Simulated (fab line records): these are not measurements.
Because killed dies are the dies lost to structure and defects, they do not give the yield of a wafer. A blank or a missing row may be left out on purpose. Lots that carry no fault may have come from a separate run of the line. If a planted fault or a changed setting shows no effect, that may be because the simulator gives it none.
Matching of chambers / flow n5 finfet / N5_BEOL_M9_ETCH_62 on rie diel-04: 4 sister chambers
The step etches SOC in N2/H2, target depth 110 nm, overetch 22 nm, time 165 s. 4 wafers are shown with their chamber, then 9 later ones without.

## EACH WAFER AND ITS CHAMBER
wafer=L085.2; chamber=0; showerhead plenum p Torr (Torr)=2.41
wafer=L085.3; chamber=2; showerhead plenum p Torr (Torr)=2.59
wafer=L089.4; chamber=1; showerhead plenum p Torr (Torr)=2.59
wafer=L089.5; chamber=3; showerhead plenum p Torr (Torr)=2.33

## WAFERS WITH NO CHAMBER GIVEN
wafer=L090.1; showerhead plenum p Torr (Torr)=2.33
wafer=L090.2; showerhead plenum p Torr (Torr)=2.59
wafer=L090.3; showerhead plenum p Torr (Torr)=2.40
wafer=L091.1; showerhead plenum p Torr (Torr)=2.59
wafer=L091.5; showerhead plenum p Torr (Torr)=2.40
wafer=L091.6; showerhead plenum p Torr (Torr)=2.33
wafer=L097.2; showerhead plenum p Torr (Torr)=2.40
wafer=L097.5; showerhead plenum p Torr (Torr)=2.58
wafer=L097.6; showerhead plenum p Torr (Torr)=2.32

## THE CHAMBER EACH PASSED THROUGH
wafer=L090.1; from the rows above=3; in truth=3
wafer=L090.2; from the rows above=can't be placed: 1 or 2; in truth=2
wafer=L090.3; from the rows above=0; in truth=0
wafer=L091.1; from the rows above=can't be placed: 1 or 2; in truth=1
wafer=L091.5; from the rows above=0; in truth=0
wafer=L091.6; from the rows above=3; in truth=3
wafer=L097.2; from the rows above=0; in truth=0
wafer=L097.5; from the rows above=can't be placed: 1 or 2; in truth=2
wafer=L097.6; from the rows above=3; in truth=3
Placed correctly: 6 of 9. Unplaceable from these rows: 3, with the true chamber sitting among the candidates in 3. Wrongly placed: 0.
How it was worked out, from the rows above alone: a wafer's distance from a chamber is the root of the sum, over the readings, of the square of ((its reading less the chamber's mean) divided by the reading's scatter). If the next closest chamber is less than 2 further off than the closest, the wafer can't be placed; otherwise it belongs to the closest. The mean given for a chamber averages the wafers shown for that chamber. The scatter (one wafer shown for each chamber): square how far every hidden wafer sits from the nearest shown wafer, average those squares and take the square root.
